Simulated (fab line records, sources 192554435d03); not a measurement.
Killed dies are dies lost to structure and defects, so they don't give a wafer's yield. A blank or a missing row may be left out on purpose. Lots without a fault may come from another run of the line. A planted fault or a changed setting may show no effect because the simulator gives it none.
A struck lot beside a sound one | flow n5_finfet | 15 steps out of a route of 1938
Sound: wafers L273.2, L273.4, L273.6. Struck: wafer L277.6. (L277.1, L277.2 of the same lot were not struck and are left out.) The cause comes at the end.
At each step with rows: each side's tool, then ch and its chambers, then its first start. Under that, the readings that differ: sound wafers | struck wafers | difference of the means | sigmas: that difference in standard deviations of wafers without a fault.
alike: readings whose means differ by less than 2 such deviations, and words and numbers that are the same on both sides. not compared: withheld readings, readings that some wafer has no value for, bounds like >300 that may hide the same value, and numbers for which the record gives no deviation and whose values overlap.
The two part at a step that has a row with sigmas, a row that says differs or no value, or rows on one side only. Numbers that don't overlap but have no deviation are shown without sigmas and don't part them. A reading that every wafer of one side lacks parts them only if that side has two wafers or more.

N5_SD_ACTIVATION_RS_MEAS_03: measures by four-point-probe.
  sound on film_metro-02, day 5 10:04; struck on film_metro-02, day 6 17:21
  reading          | sound          | struck | difference | sigmas
  RS_SD_N (ohm/sq) | 21.8 21.4 21.5 | 22.2   | +0.6       | +2
  alike: RS_SD_P
N5_SD_ACTIVATION_INSPECT_02: inspects for defects (darkfield).
  sound on defect_inspect-01, day 5 10:22; struck on defect_inspect-01, day 6 17:40
  alike: raw_defect_count
N5_ILD0_LINER_00: material SiNx, target thk 4 nm, pulse time 1 s, purge time 2 s.
  sound on ald_sin-02 ch 0,1, day 5 10:23; struck on ald_sin-01 ch 3, day 6 17:43
  reading            | sound       | struck | difference | sigmas
  heater_power_w (W) | 793 774 765 | 922    | +145       | +2
  alike: chamber_pressure_Torr, precursor_pulse_height_rel
then, 2 steps without rows for these wafers: N5_ILD0_FCVD_FILL_01 (material SiO2 flowable, target thk 200 nm, time 328.3 s); N5_ILD0_CURE_02 (time 1800 s).
N5_ILD0_CMP_03: polishes, stops on SiNx, t overpolish 1.9 s, target thk 197.38 nm.
  sound on cmp-03 ch 1,3, day 5 13:10; struck on cmp-02 ch 0, day 6 20:05
  alike: motor_current_A, overpolish_run_s, time_to_endpoint_s
N5_ILD0_THK_MEAS_04:
  sound on film_metro-02, day 5 13:28; struck on film_metro-01, day 6 20:22
  alike: thk_nm
N5_ILD0_CMP_07: polishes SiO2 flowable, stops on poly-Si, t overpolish 1.18 s, target thk 138.88 nm.
  sound on cmp-02 ch 0,1,3, day 5 13:34; struck on cmp-03 ch 1, day 6 20:26
  alike: motor_current_A
N5_ILD0_THK_MEAS_08:
  sound on film_metro-02, day 5 13:47; struck on film_metro-02, day 6 20:41
  alike: thk_nm
then, 1 step without rows for these wafers: N5_ILD0_PRECLEAN_10 (cleans in NF3:NH3, afs cycles 5, time 20 s, sublimation time 60 s).
N5_ILD0_ALD_15: deposits SiNx, target thk 24 nm, pulse time 1 s, ald cycles 480.
  sound on ald_sin-01 ch 0,2,3, day 5 14:48; struck on ald_sin-04 ch 0, day 6 22:30
  alike: chamber_pressure_Torr, heater_power_w, precursor_pulse_height_rel
N5_ILD0_CMP_12: polishes SiNx, stops on poly-Si, t overpolish 6 s, target thk 17.67 nm.
  sound on cmp-03 ch 0,1,2, day 5 17:00; struck on cmp-01 ch 3, day 6 23:37
  reading                | sound          | struck | difference | sigmas
  time_to_endpoint_s (s) | 30.0 25.3 27.9 | 56.7   | +29.0      | +13
  alike: motor_current_A, overpolish_run_s
N5_ILD0_THK_MEAS_13:
  sound on film_metro-01, day 5 17:17; struck on film_metro-01, day 6 23:55
  alike: thk_nm
-- the record jumps here: 4 days lie between the struck wafers' starts before and after (it left off in module ILD0 and takes up again in module BEOL_M4, whose first step shown is number 1111 of the route) --
N5_BEOL_M4_RC_MEAS_101:
  sound on prober-01 ch 0, day 9 22:51; struck on prober-02 ch 0, day 11 08:00
  reading       | sound          | struck | difference | sigmas
  SS_P (mV/dec) | 73.3 72.0 72.5 | 73.8   | +1.2       | +2
  alike: DIBL_N, DIBL_P, IOFF_N, IOFF_P, ION_N, ION_P, SS_N, VT_N, VT_P
then, 1 step without rows for these wafers: N5_PASSIVATION_PROBE_49.

WHERE THEY PART
First at N5_SD_ACTIVATION_RS_MEAS_03; last, within this record, at N5_BEOL_M4_RC_MEAS_101.

WHY: what the simulator had put in
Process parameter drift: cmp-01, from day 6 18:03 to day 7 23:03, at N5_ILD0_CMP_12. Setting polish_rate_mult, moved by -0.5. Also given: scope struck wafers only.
